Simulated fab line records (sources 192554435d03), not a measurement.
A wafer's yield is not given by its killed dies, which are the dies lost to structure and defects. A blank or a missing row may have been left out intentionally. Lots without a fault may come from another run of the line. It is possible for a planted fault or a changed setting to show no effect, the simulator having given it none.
Chamber matching	flow n5Finfet	3 sister chambers for N5_BEOL_M5_ILD_DEP_00 on pecvd-04
The step deposits SiCOH lowk from DEMS/porogen, target thk 140.64 nm, time 25.9 s. 14 wafers are shown with their chamber, then 7 later ones without.

WAFERS, EACH WITH ITS CHAMBER
wafer	chamber	throttleValvePct (%)	heaterPowerW (W)	showerheadPlenumPTorr (Torr)
L077.3	2	12.8	310	5.729
L077.5	0	13.5	404	5.726
L077.6	1	15.8	323	5.756
L080.2	2	12.6	327	5.755
L080.3	1	15.6	293	5.756
L080.5	0	13.4	406	5.720
L079.2	1	15.3	282	5.722
L079.3	0	13.3	388	5.754
L079.4	0	13.5	392	5.720
L085.1	2	12.8	305	5.736
L085.2	0	13.7	384	5.730
L085.3	1	15.7	288	5.751
L089.2	2	12.9	322	5.732
L089.4	0	13.8	380	5.730

SIGNATURES, as means of the wafers listed above
reading	chamber 0	chamber 1	chamber 2	scatter within a chamber
throttleValvePct	13.533	15.600	12.775	0.181
heaterPowerW	392.33	296.50	316.00	13.1
showerheadPlenumPTorr	5.73000	5.74625	5.73800	0.0135
Rule: distance of a wafer from a chamber = root of the sum over the readings of ((wafer's reading minus chamber's mean) / reading's scatter) squared. The wafer belongs to the nearest chamber; if the next one is less than 2 further off, it can't be placed. The scatter: take each reading less its chamber's mean, square it, sum over the shown wafers, divide by the number of wafers less the number of chambers, and take the root.

WAFERS WHOSE CHAMBER IS MISSING
wafer	throttleValvePct (%)	heaterPowerW (W)	showerheadPlenumPTorr (Torr)
L089.6	13.0	323	5.745
L087.2	13.1	274	5.734
L087.3	15.7	321	5.741
L087.5	13.4	391	5.720
L093.1	13.1	278	5.746
L093.5	15.5	326	5.733
L093.6	12.7	281	5.732

WHICH CHAMBER EACH ONE RAN IN
wafer	from the rows above	in truth
L089.6	2	2
L087.2	2	2
L087.3	1	1
L087.5	0	0
L093.1	2	2
L093.5	1	1
L093.6	2	2
Correct placement for 7 of the 7. Not placeable from these rows: 0. Placed wrongly: 0.
